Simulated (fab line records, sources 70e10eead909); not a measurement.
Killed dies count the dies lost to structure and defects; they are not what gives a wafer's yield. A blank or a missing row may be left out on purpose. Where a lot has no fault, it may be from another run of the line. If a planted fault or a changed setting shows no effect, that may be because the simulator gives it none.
Struck lot and sound lot, side by side	flow nandHarc	15 out of 1159 route steps
Sound: these wafers, L646.1, L646.4, L646.6. The struck wafers were L658.2, L658.4, L658.6. Last of all comes the cause.
Per side, at each step with rows, come the tool, then ch with its chambers, and then its first start. Under that, the readings that differ: sound wafers	struck wafers	difference of the means	sigmas: that difference in standard deviations of wafers without a fault.
alike: readings with means less than 2 such deviations apart, plus words and numbers identical on both sides. not compared: withheld readings, readings lacking a value on some wafer, bounds such as >300 that could conceal the same value, and numbers that have no deviation in the record and whose values overlap.
Wherever a step has rows on one side only, a row that says differs or no value, or a row with sigmas, the two part there. Non-overlapping numbers with no deviation appear without sigmas and do not part them. A reading that every wafer of one side lacks parts them only if that side has two wafers or more.

first, 1 step without rows for these wafers: NHARC_A_CONTACT_ETCH_49 (etches the open film in N2/H2, target depth 260 nm, time 475.3 s).
NHARC_A_CONTACT_ETCH_50: etches the open film in CF4/CHF3, target depth 84.7 nm, time 42.4 s.
  sound: rieDiel-04 ch 1,2,3; struck: rieDiel-01 ch 0,2
reading	sound	struck	difference	sigmas
cf4FlowSccm (sccm)	100.12 100.78 100.43	99.95 99.60 99.49	-0.76	-3
oesProductAu (a.u.)	0.966 0.966 0.981	0.928 0.930 0.937	-0.039	-2
  alike: biasW, chamberPressureMTorr, drypumpMotorCurrentA, rfVppV, showerheadPlenumPTorr, throttleValvePct
  not compared: rfHoursCounterH
then, 5 steps without rows for these wafers: NHARC_A_CONTACT_ETCH_51 (etches the open film in O2/COS, target depth 3600 nm, time 936 s); NHARC_A_CONTACT_ETCH_111 (etches the open film in C4F8/O2/Ar, time 140 s, target depth 700 nm); NHARC_A_CONTACT_ETCH_112 (etches the open film in C4F8/O2/Ar, time 94 s, target depth 922 nm); NHARC_A_CONTACT_ETCH_113 (etches the open film in C4F8/O2/Ar, time 94 s, target depth 922 nm); NHARC_A_CONTACT_ETCH_114 (etches the open film in C4F8/O2/Ar, time 94 s, target depth 922 nm).
NHARC_A_CONTACT_ETCH_115: etches the open film in C4F8/O2/Ar, time 94 s, target depth 922 nm.
  sound on harCapEtch-01 ch 0, day 16 08:06; struck on harCapEtch-03 ch 0,1, day 19 14:55
  alike: chamberPressureMTorr, oesAirLineAu
  not compared: rfHoursCounterH
NHARC_A_CONTACT_ETCH_116: etches the open film in C4F8/O2/Ar, time 94 s, target depth 922 nm.
  sound on harCapEtch-01 ch 0, day 16 08:11; struck on harCapEtch-03 ch 0,1, day 19 15:00
  alike: chamberPressureMTorr, oesAirLineAu
  not compared: rfHoursCounterH
NHARC_A_CONTACT_ETCH_117: etches the open film in C4F8/O2/Ar, time 94 s, target depth 922 nm.
  sound on harCapEtch-01 ch 0, day 16 08:17; struck on harCapEtch-03 ch 0,1, day 19 15:05
  alike: chamberPressureMTorr, oesAirLineAu
  not compared: rfHoursCounterH
NHARC_A_CONTACT_ETCH_118: etches the open film in C4F8/O2/Ar, time 94 s, target depth 922 nm.
  sound on harCapEtch-01 ch 0, day 16 08:22; struck on harCapEtch-03 ch 0,1, day 19 15:11
  alike: chamberPressureMTorr, oesAirLineAu
  not compared: rfHoursCounterH
then, 1 step without rows for these wafers: NHARC_A_CONTACT_ETCH_119 (etches the open film in C4F8/O2/Ar, time 94 s, target depth 922 nm).
NHARC_A_CONTACT_ETCH_120: etches the open film in C4F8/O2/Ar, time 94 s, target depth 922 nm.
  sound on harCapEtch-01 ch 0, day 16 08:33; struck on harCapEtch-03 ch 0,1, day 19 15:22
  no value came back on the struck wafers for chamberPressureMTorr (mTorr), oesAirLineAu (a.u.); on the sound wafers chamberPressureMTorr (mTorr) reads 19.997 20.011 20.017
  not compared: rfHoursCounterH
then, 1 step without rows for these wafers: NHARC_A_CONTACT_ETCH_121 (etches the open film in C4F8/O2/Ar, time 94 s, target depth 922 nm).
-- jump in the record: it breaks off in module A_CONTACT and resumes in module END (first step shown: number 1159 of the route), and 3 days separate the struck wafers' starts before and after --
NHARC_END_SORT_01:
  at this point the record logs the struck wafers (prober-02 ch 0, day 22 15:04) and has no rows for the sound ones

## WHERE THEY PART
At NHARC_A_CONTACT_ETCH_50 first; at NHARC_END_SORT_01 last (within this record only).

WHY: the cause the simulator had injected
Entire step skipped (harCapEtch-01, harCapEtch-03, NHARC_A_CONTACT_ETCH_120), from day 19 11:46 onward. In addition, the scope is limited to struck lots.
